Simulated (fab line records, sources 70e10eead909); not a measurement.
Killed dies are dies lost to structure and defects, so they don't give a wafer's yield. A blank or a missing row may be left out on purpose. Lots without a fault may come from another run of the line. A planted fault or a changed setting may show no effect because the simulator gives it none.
fab line records | flow nand_harc | part 1 of 2: steps 1 to 4 of 6
record lots=23 wafers=69 last_day=24
route steps=1159 shown A_SLIT@780 A_CONTACT@956 A_BLC@979 A_M1@1040 A_BONDPAD@1080
lots that met no fault: from a run of the same line without faults
start_h: hours from the record's first day to the start of the lot's first wafer shown | wait_h: hours since the lot's step before | " the same as in the row above | L1.1+2: a row that stands for several wafers | - no value, or no start given | * or withheld: withheld | < > ~ a bound
route shown NAME@n: a module of which the file shows steps, and the number in the route of the first | usual: mean/standard deviation of fault-free wafers | same: alike in all rows | chamber/n: place in a boat | sites: the reading at each site | _std_site: their standard deviation | _edge_site: outer sites' mean less inner sites' | radius_mm: how far each site lies from the wafer's centre | mask NAME#n: copy n | behind: the tool/chamber that last shaped the wafer | hold: why the lot was held/for how many hours/how that ended | device: the transistor (n, p or np) that didn't switch | end of line: the same wafers' tests at the end of the route | a step without rows: its recipe alone | killed: dies lost to structure and defects at the first sort, not the wafer's yield | map: a wafer's dies, x killed, . not, _ none there
set.NAME: the setting as run; set.NAME@STEP: as run at that earlier step | model.NAME: the simulator's own value behind a step, which no gauge read
steps of the route over a sample of lots; a table a step, a row a wafer
services: from which hour (start_h, from the record's first day; less than 0 if before it) a tool's chamber was out of use, for how many hours, and why
## steps
# step NHARC_A_SLIT_DEP_00
# recipe target_thk_a=32000 temp_c=400 material=aC
# usual throttle_valve_pct=35.000/0.0091
# columns lot.wafer tool chamber start_h wait_h throttle_valve_pct
L076.2 acl_dep-01 0 323.33 - 35.001
L076.5 " 0 " " 34.987
L076.6 " 0 " " 35.020
L075.3 acl_dep-02 0 323.72 - 34.990
L075.4 " 0 " " 34.997
L075.5 " 0 " " 34.998
L074.2 acl_dep-03 0 324.98 2.0 35.008
L074.3 " 0 " " 34.996
L074.6 " 0 " " 34.985
L079.2 acl_dep-02 0 340.47 - 35.006
L079.3 " 0 " " 34.999
L079.6 " 0 " " 35.000
L080.1 acl_dep-01 0 341.46 1.2 34.999
L080.5 " 0 342.78 2.4 35.002
L080.6 " 0 " " 35.026
L078.3 acl_dep-03 0 342.08 - 35.004
L078.4 " 0 " " 34.992
L078.5 " 0 " " 34.989
L077.3 acl_dep-02 0 342.73 - 35.000
L077.5 " 0 " " 34.986
L077.6 " 0 " " 35.007
L081.1 acl_dep-01 0 358.81 - 35.006
L081.2 " 0 " " 34.980
L081.6 " 0 360.46 - 34.992
L083.2 acl_dep-01 0 366.66 - 35.005
L083.3 " 0 " " 35.004
L083.4 " 0 " " 35.009
L082.2 acl_dep-02 0 367.02 - 35.003
L082.4 " 0 " " 34.980
L082.6 " 0 " " 35.018
L084.1 acl_dep-01 0 377.62 - 34.993
L084.5 " 0 378.93 - 35.008
L084.6 " 0 " " 35.013
L085.1 acl_dep-02 0 390.91 - 35.011
L085.5 " 0 392.23 - 35.006
L085.6 " 0 " " 34.990
L087.2 acl_dep-01 0 391.22 - 35.007
L087.3 " 0 " " 35.014
L087.5 " 0 " " 34.995
L086.2 acl_dep-03 0 392.37 - 34.991
L086.3 " 0 " " 35.008
L086.5 " 0 " " 34.992
L089.2 acl_dep-02 0 407.94 - 35.002
L089.3 " 0 " " 35.007
L089.5 " 0 " " 35.004
L088.2 acl_dep-01 0 408.24 - 35.001
L088.4 " 0 " " 34.990
L088.5 " 0 " " 34.994
L090.1 acl_dep-01 0 413.52 - 34.991
L090.3 " 0 " " 34.985
L090.5 " 0 " " 35.000
L091.1 acl_dep-02 0 413.56 - 35.006
L091.5 " 0 414.85 - 35.015
L091.6 " 0 " " 35.001
L092.1 acl_dep-03 0 418.55 - 34.992
L092.4 " 0 " " 35.010
L092.6 " 0 " " 34.987
L094.1 acl_dep-02 0 431.36 - 35.005
L094.3 " 0 " " 34.991
L094.5 " 0 " " 35.000
L096.1 acl_dep-03 0 432.47 - 34.997
L096.2 " 0 " " 34.999
L096.3 " 0 " " 35.005
L095.3 acl_dep-01 0 432.78 - 35.009
L095.5 " 0 " " 35.002
L095.6 " 0 " " 35.007
L097.2 acl_dep-03 0 462.76 - 34.991
L097.3 " 0 " " 35.011
L097.5 " 0 " " 35.012
# step NHARC_A_CONTACT_STRIP_26
# recipe o2_flow_sccm=500 ar_flow_sccm=0 bias_w=0 chemistry=O2
# usual drypump_motor_current_A=5.8/0.4 oes_product_au=1.002/0.0069 rf_vpp_V=57.9/0.91 showerhead_plenum_p_Torr=3.60/0.15 throttle_valve_pct=17.036/0.0094
# columns lot.wafer tool chamber start_h wait_h drypump_motor_current_A oes_product_au rf_hours_counter_h rf_vpp_V showerhead_plenum_p_Torr throttle_valve_pct
L075.4 rie_diel-11 1 - - 5.6 0.994 4 58.7 3.73 17.045
L075.3 " 2 " " 5.8 1.005 4 56.2 3.34 17.041
L075.5 " 1 " " 5.6 0.995 - 60.4 3.73 17.046
L076.2 rie_diel-01 0 - - 6.4 1.001 30 56.4 3.27 17.042
L076.5 " 2 " " 6.6 1.015 - 57.4 3.50 17.040
L076.6 " 3 " " 6.3 1.005 - 58.3 3.66 17.028
L074.2 rie_diel-11 3 - - 5.8 1.005 6 56.4 3.56 17.045
L074.3 " 0 " " 5.6 1.003 6 58.2 3.70 17.026
L074.6 " 2 " " 5.8 1.013 - 57.6 3.34 17.025
L079.3 rie_diel-11 2 - - 5.8 1.012 7 57.4 3.34 17.036
L079.2 " 3 " " 5.8 1.005 8 57.5 3.56 17.039
L079.6 " 1 " " 5.6 1.016 - 57.1 3.73 17.045
L078.4 rie_diel-12 0 - - 5.6 1.002 5 59.2 3.77 17.037
L078.3 " 1 " " 5.2 1.002 6 57.8 3.67 17.034
L078.5 " 2 " " 4.8 1.008 - 57.9 3.81 17.036
L080.1 rie_diel-11 2 - - 5.8 1.014 9 57.2 3.34 17.044
L080.6 " 3 " " 5.8 0.994 - 58.0 3.56 17.037
L080.5 " 0 " " 5.6 1.008 - 58.1 3.70 17.044
L077.3 rie_diel-11 1 - - 5.6 0.990 10 58.3 3.73 17.039
L077.6 " 0 " " 5.6 1.005 - 57.7 3.70 17.037
L077.5 " 1 " " 5.6 0.997 - 57.8 3.73 17.037
L081.2 rie_diel-12 2 - - 4.9 0.998 11 57.0 3.80 17.041
L081.1 " 3 " " 5.4 1.006 10 58.2 3.77 17.023
L081.6 " 1 " " 5.2 1.008 - 57.9 3.67 17.038
L082.4 rie_diel-11 1 - - 5.6 1.009 13 59.2 3.72 17.045
L082.2 " 2 " " 5.8 1.002 13 55.2 3.33 17.047
L082.6 " 0 " " 5.6 1.002 - 59.0 3.70 17.042
L083.4 rie_diel-01 2 - - 6.6 1.009 45 57.6 3.49 17.030
L083.2 " 0 " " 6.3 1.000 46 56.2 3.26 17.034
L083.3 " 1 " " 5.7 1.009 44 58.3 3.54 17.039
L084.1 rie_diel-11 0 - - 5.6 1.000 14 58.9 3.70 17.021
L084.6 " 3 " " 5.8 1.002 - 56.9 3.56 17.028
L084.5 " 0 " " 5.6 0.991 - 57.3 3.70 17.026
L085.1 rie_diel-11 2 - - 5.7 1.005 18 57.7 3.33 17.042
L085.5 " 2 " " 5.7 0.998 - 56.7 3.33 17.030
L085.6 " 3 " " 5.8 0.991 - 58.6 3.56 17.038
L086.3 rie_diel-12 1 - - 5.2 0.999 27 58.6 3.66 17.046
L086.2 " 2 " " 4.8 1.006 23 57.2 3.79 17.058
L086.5 " 1 " " 5.2 1.004 - 58.4 3.66 17.033
L087.3 rie_diel-01 1 - - 5.7 1.011 54 57.7 3.54 17.025
L087.2 " 2 " " 6.6 1.001 55 57.8 3.49 17.050
L087.5 " 0 " " 6.4 0.997 - 56.1 3.26 17.042
L091.1 rie_diel-01 1 - - 5.7 1.009 61 57.7 3.53 17.024
L091.6 " 1 " " 5.7 1.007 - 57.5 3.53 17.015
L091.5 " 2 " " 6.6 0.996 - 57.4 3.49 17.029
L090.1 rie_diel-11 3 - - 5.8 0.996 23 57.8 3.56 17.032
L090.3 " 0 " " 5.6 1.009 21 57.4 3.69 17.044
L090.5 " 0 " " 5.6 1.000 - 59.1 3.69 17.033
L089.2 rie_diel-01 0 - - 6.3 0.992 60 59.0 3.81 17.026
L089.3 " 1 " " 5.7 1.015 62 56.2 3.53 17.053
L089.5 " 3 " " 6.3 0.998 - 57.3 3.65 17.052
L088.4 rie_diel-11 0 - - 5.6 1.005 22 57.5 3.69 17.027
L088.2 " 1 " " 5.6 1.003 21 58.9 3.72 17.037
L088.5 " 0 " " 5.6 0.998 - 59.5 3.69 17.043
L092.4 rie_diel-11 2 - - 5.8 0.994 25 57.5 3.33 17.037
L092.1 " 0 " " 5.6 1.004 25 58.7 3.69 17.044
L092.6 " 2 " " 5.8 1.001 - 58.7 3.33 17.026
L094.1 rie_diel-11 2 - - 5.8 1.009 25 56.5 3.33 17.036
L094.3 " 3 " " 5.8 0.992 26 57.6 3.55 17.029
L094.5 " 2 " " 5.8 1.000 - 58.8 3.33 17.037
L096.3 rie_diel-01 1 - - 5.6 1.005 0 58.9 3.53 17.022
L096.2 " 2 " " 6.7 0.996 0 56.2 3.48 17.026
L096.1 " 3 " " 6.3 0.992 0 59.3 3.64 17.022
L095.3 rie_diel-11 2 - - 5.8 1.004 25 57.4 3.33 17.059
L095.5 " 3 " " 5.8 0.994 - 57.6 3.55 17.042
L095.6 " 1 " " 5.6 1.010 - 59.1 3.72 17.015
L097.3 rie_diel-01 0 - - 6.3 0.997 10 56.8 3.80 17.046
L097.2 " 2 " " 6.6 0.987 10 57.8 3.48 17.023
L097.5 " 3 " " 6.3 0.992 - 58.2 3.64 17.029
# step NHARC_A_BLC_ETCH_17
# recipe target_depth_a=3900 over_etch_frac=0.25 time_s=609.38 ion_energy_ev=200 n2_flow_sccm=150 h2_flow_sccm=150 ar_flow_sccm=0 rf_w=400 bias_w=150 chemistry=N2/H2
# usual drypump_motor_current_A=5.5/0.46 oes_product_au=1.000/0.0063 rf_vpp_V=430.0/2.4 showerhead_plenum_p_Torr=2.03/0.083 throttle_valve_pct=14.171/0.0093
# columns lot.wafer tool chamber start_h wait_h drypump_motor_current_A oes_product_au rf_hours_counter_h rf_vpp_V showerhead_plenum_p_Torr throttle_valve_pct
L076.2 rie_diel-10 3 - - 5.0 0.998 12 428.0 1.99 14.171
L076.5 " 1 " " 5.8 0.991 - 426.2 1.90 14.170
L076.6 " 2 " " 5.3 1.000 - 426.4 1.91 14.164
L075.3 rie_diel-04 1 - - 5.3 1.011 8 434.8 2.18 14.178
L075.4 " 2 " " 5.3 1.003 9 430.5 2.04 14.177
L075.5 " 1 " " 5.3 1.003 - 434.7 2.18 14.175
L074.3 rie_diel-04 3 - - 6.5 1.017 10 430.8 2.05 14.176
L074.2 " 1 " " 5.3 0.998 9 433.5 2.18 14.173
L074.6 " 0 " " 5.3 1.002 - 432.0 2.16 14.164
L079.3 rie_diel-03 2 - - 5.0 0.999 0 427.0 1.96 14.184
L079.2 " 1 " " 5.9 0.992 0 427.9 2.01 14.178
L079.6 " 3 " " 5.0 0.994 - 431.2 2.00 14.162
L078.3 rie_diel-03 2 - - 5.0 0.985 1 426.9 1.96 14.170
L078.4 " 3 " " 5.0 0.998 1 429.2 2.00 14.176
L078.5 " 3 " " 5.0 0.993 - 429.9 2.00 14.179
L080.1 rie_diel-04 2 - - 5.3 0.998 11 429.1 2.04 14.168
L080.6 " 2 " " 5.3 0.988 - 430.3 2.04 14.171
L080.5 " 3 " " 6.5 0.997 - 431.3 2.05 14.156
L077.3 rie_diel-03 0 - - 6.0 1.005 2 432.6 2.12 14.157
L077.5 " 3 " " 5.0 0.996 - 429.2 2.00 14.172
L077.6 " 0 " " 6.0 0.997 - 431.3 2.12 14.186
L081.2 rie_diel-04 3 - - 6.5 1.008 13 429.4 2.05 14.162
L081.1 " 0 " " 5.4 1.000 14 434.5 2.16 14.171
L081.6 " 3 " " 6.5 1.004 - 431.3 2.05 14.170
L082.2 rie_diel-03 1 - - 5.8 0.999 4 428.1 2.01 14.169
L082.4 " 2 " " 5.1 0.999 4 429.0 1.96 14.168
L082.6 " 1 " " 5.9 1.005 - 428.9 2.01 14.183
L083.3 rie_diel-10 1 - - 5.8 1.002 27 426.6 1.90 14.174
L083.4 " 2 " " 5.3 1.003 27 427.7 1.90 14.177
L083.2 " 3 " " 5.0 1.001 26 428.1 1.99 14.177
L084.1 rie_diel-10 0 - - 5.6 1.002 27 429.0 1.96 14.180
L084.6 " 0 " " 5.6 0.996 - 427.2 1.96 14.174
L084.5 " 1 " " 5.8 0.996 - 426.6 1.90 14.172
L085.1 rie_diel-03 3 - - 5.0 1.003 6 429.8 2.00 14.167
L085.6 " 2 " " 5.0 0.999 - 428.5 1.96 14.165
L085.5 " 3 " " 5.0 0.998 - 430.3 2.00 14.171
L086.3 rie_diel-10 1 - - 5.9 0.994 38 426.5 1.89 14.184
L086.2 " 3 " " 5.0 0.997 37 430.4 1.99 14.158
L086.5 " 1 " " 5.8 1.000 - 427.7 1.89 14.155
L087.3 rie_diel-03 1 - - 5.9 0.988 7 429.9 2.01 14.192
L087.2 " 0 " " 6.1 1.003 7 432.2 2.11 14.167
L087.5 " 1 " " 5.9 0.995 - 429.7 2.01 14.170
L091.1 rie_diel-04 3 - - 6.5 1.017 1 429.9 2.05 14.150
L091.6 " 1 " " 5.3 1.004 - 434.1 2.17 14.153
L091.5 " 2 " " 5.3 1.001 - 431.1 2.04 14.178
L090.3 rie_diel-03 0 - - 6.1 1.002 9 432.6 2.11 14.175
L090.1 " 1 " " 5.9 0.990 8 429.1 2.01 14.157
L090.5 " 2 " " 5.0 1.008 - 427.9 1.96 14.158
L089.3 rie_diel-10 1 - - 5.9 1.006 47 425.9 1.89 14.182
L089.2 " 2 " " 5.3 0.994 33 426.2 1.90 14.176
L089.5 " 0 " " 5.6 1.009 - 426.7 1.96 14.179
L088.2 rie_diel-04 1 - - 5.3 0.991 2 433.9 2.17 14.176
L088.4 " 3 " " 6.5 1.007 1 431.7 2.05 14.173
L088.5 " 0 " " 5.3 0.993 - 435.6 2.16 14.171
L092.4 rie_diel-04 1 - - 5.2 1.006 3 435.0 2.17 14.183
L092.1 " 2 " " 5.3 0.997 3 429.6 2.04 14.168
L092.6 " 2 " " 5.3 0.993 - 430.8 2.04 14.154
L094.1 rie_diel-03 2 - - 5.0 1.010 10 428.6 1.96 14.169
L094.3 " 0 " " 6.1 0.998 11 433.9 2.11 14.175
L094.5 " 3 " " 5.0 0.993 - 429.6 2.00 14.176
L096.3 rie_diel-10 2 - - 5.3 0.999 38 426.7 1.90 14.150
L096.1 " 3 " " 5.0 0.995 50 429.2 1.98 14.159
L096.2 " 1 " " 5.9 1.003 51 426.0 1.89 14.159
L095.3 rie_diel-03 2 - - 5.1 1.006 11 427.7 1.96 14.176
L095.6 " 0 " " 6.0 1.012 - 432.6 2.11 14.157
L095.5 " 1 " " 5.8 0.991 - 429.0 2.01 14.173
L097.3 rie_diel-03 0 - - 6.0 1.000 14 433.6 2.11 14.175
L097.2 " 2 " " 5.0 1.006 14 427.3 1.96 14.176
L097.5 " 0 " " 6.1 1.003 - 432.4 2.11 14.163
# step NHARC_A_M1_ETCH_35
# recipe target_depth_a=400 overetch_a=120 time_s=43.94 ion_energy_ev=200 n2_flow_sccm=150 h2_flow_sccm=150 ar_flow_sccm=0 rf_w=400 bias_w=150 chemistry=N2/H2
# usual drypump_motor_current_A=5.8/0.55 oes_product_au=1.000/0.0076 rf_vpp_V=432.0/2.3 showerhead_plenum_p_Torr=2.10/0.08 throttle_valve_pct=14.171/0.0092
# columns lot.wafer tool chamber start_h wait_h drypump_motor_current_A oes_product_au rf_hours_counter_h rf_vpp_V showerhead_plenum_p_Torr throttle_valve_pct
L076.2 rie_diel-08 2 406.24 0.1 6.3 0.998 2 436.3 2.21 14.175
L076.6 " 0 " " 6.4 1.011 - 434.2 2.19 14.164
L076.5 " 1 " " 6.5 1.006 - 433.1 2.14 14.184
L075.3 rie_diel-09 0 406.61 0.1 5.1 1.012 11 433.1 2.17 14.179
L075.4 " 2 " " 5.4 1.007 13 428.3 1.96 14.173
L075.5 " 3 " " 4.7 0.993 - 432.2 2.07 14.179
L074.3 rie_diel-08 0 409.42 0.1 6.4 0.987 2 434.1 2.19 14.193
L074.2 " 1 " " 6.5 1.010 3 434.6 2.14 14.177
L074.6 " 0 " " 6.4 1.004 - 435.6 2.19 14.187
L079.2 rie_diel-09 0 412.01 0.1 5.1 1.000 12 434.8 2.17 14.186
L079.3 " 2 " " 5.4 0.999 14 430.5 1.96 14.167
L079.6 " 0 " " 5.1 1.015 - 433.1 2.17 14.156
L078.3 rie_diel-05 2 415.27 0.1 5.6 0.993 4 433.9 2.14 14.171
L078.4 " 1 " " 6.2 1.007 4 429.5 2.05 14.179
L078.5 " 3 " " 5.4 1.010 - 431.2 2.08 14.171
L080.1 rie_diel-09 2 423.12 0.1 5.4 0.993 15 428.2 1.96 14.184
L080.5 " 3 " " 4.7 0.987 - 429.8 2.07 14.166
L080.6 " 1 " " 5.8 1.006 - 428.8 1.97 14.172
L077.3 rie_diel-08 2 427.69 0.1 6.2 0.995 3 435.7 2.21 14.178
L077.5 " 2 " " 6.3 0.992 - 435.2 2.21 14.178
L077.6 " 3 " " 5.9 0.993 - 431.5 2.07 14.169
L081.2 rie_diel-08 2 437.31 0.1 6.2 0.997 3 435.8 2.21 14.178
L081.1 " 3 " " 5.9 1.003 3 431.0 2.07 14.167
L081.6 " 1 " " 6.5 1.002 - 432.5 2.14 14.165
L082.2 rie_diel-08 3 451.40 0.1 5.9 0.998 3 431.6 2.07 14.192
L082.4 " 1 " " 6.5 1.001 - 434.1 2.14 14.175
L082.6 " 3 " " 5.9 0.996 - 431.9 2.08 14.176
L083.3 rie_diel-05 2 452.72 0.1 5.6 1.004 5 433.5 2.14 14.166
L083.2 " 3 " " 5.4 1.005 3 431.5 2.08 14.172
L083.4 " 1 " " 6.2 1.000 5 430.3 2.05 14.183
L084.1 rie_diel-05 0 460.92 0.1 6.1 0.996 8 430.7 2.06 14.153
L084.6 " 0 " " 6.1 0.998 - 430.6 2.06 14.176
L084.5 " 1 " " 6.2 1.005 - 430.9 2.05 14.166
L085.1 rie_diel-08 3 476.26 0.1 5.9 0.986 4 431.0 2.07 14.173
L085.5 " 0 " " 6.4 1.004 - 433.7 2.19 14.170
L085.6 " 1 " " 6.5 1.003 - 434.4 2.14 14.182
L086.3 rie_diel-08 3 477.20 0.1 5.9 0.992 4 432.3 2.07 14.158
L086.2 " 2 " " 6.3 0.991 4 435.7 2.21 14.172
L086.5 " 0 " " 6.4 1.001 - 434.2 2.19 14.164
L087.2 rie_diel-05 1 484.39 0.1 6.2 1.003 9 430.4 2.05 14.173
L087.3 " 3 " " 5.4 1.010 6 431.9 2.07 14.169
L087.5 " 2 " " 5.6 1.006 - 433.0 2.14 14.166
L091.1 rie_diel-09 2 498.44 0.1 5.4 0.994 5 428.0 1.95 14.169
L091.6 " 3 " " 4.7 1.013 - 430.2 2.07 14.170
L091.5 " 0 " " 5.1 1.003 - 433.2 2.17 14.186
L090.1 rie_diel-08 3 499.39 0.1 5.9 0.991 0 430.6 2.07 14.178
L090.3 " 1 " " 6.5 0.996 0 433.3 2.14 14.177
L090.5 " 0 " " 6.4 0.999 - 434.1 2.19 14.168
L089.2 rie_diel-08 0 500.05 0.1 6.4 1.006 0 434.3 2.19 14.167
L089.3 " 1 " " 6.5 1.003 0 433.6 2.14 14.175
L089.5 " 0 " " 6.4 0.997 - 433.5 2.19 14.180
L088.2 rie_diel-05 0 503.77 0.1 6.1 1.003 10 430.5 2.06 14.150
L088.4 " 3 " " 5.4 1.010 7 432.5 2.07 14.170
L088.5 " 0 " " 6.1 0.996 - 432.0 2.06 14.176
L092.1 rie_diel-08 1 519.51 0.1 6.5 1.004 1 431.0 2.14 14.180
L092.6 " 1 " " 6.5 0.997 - 431.9 2.14 14.167
L092.4 " 2 " " 6.3 1.010 - 434.9 2.21 14.176
L094.1 rie_diel-09 3 519.65 0.1 4.7 1.000 6 430.9 2.07 14.168
L094.3 " 0 " " 5.1 0.999 6 433.8 2.17 14.158
L094.5 " 1 " " 5.7 1.009 - 428.1 1.97 14.157
L096.3 rie_diel-09 1 519.82 0.1 5.7 0.992 6 428.5 1.97 14.175
L096.2 " 3 " " 4.7 1.001 6 431.4 2.07 14.165
L096.1 " 0 " " 5.1 1.000 6 434.7 2.17 14.180
L095.3 rie_diel-09 2 522.76 0.1 5.4 0.981 6 429.5 1.95 14.167
L095.6 " 2 " " 5.4 0.994 - 427.7 1.95 14.171
L095.5 " 3 " " 4.7 0.999 - 431.2 2.07 14.170
L097.2 rie_diel-09 0 546.30 0.1 5.1 1.002 7 434.6 2.17 14.168
L097.3 " 2 " " 5.4 0.996 8 430.3 1.95 14.185
L097.5 " 0 " " 5.1 1.013 - 434.7 2.17 14.167
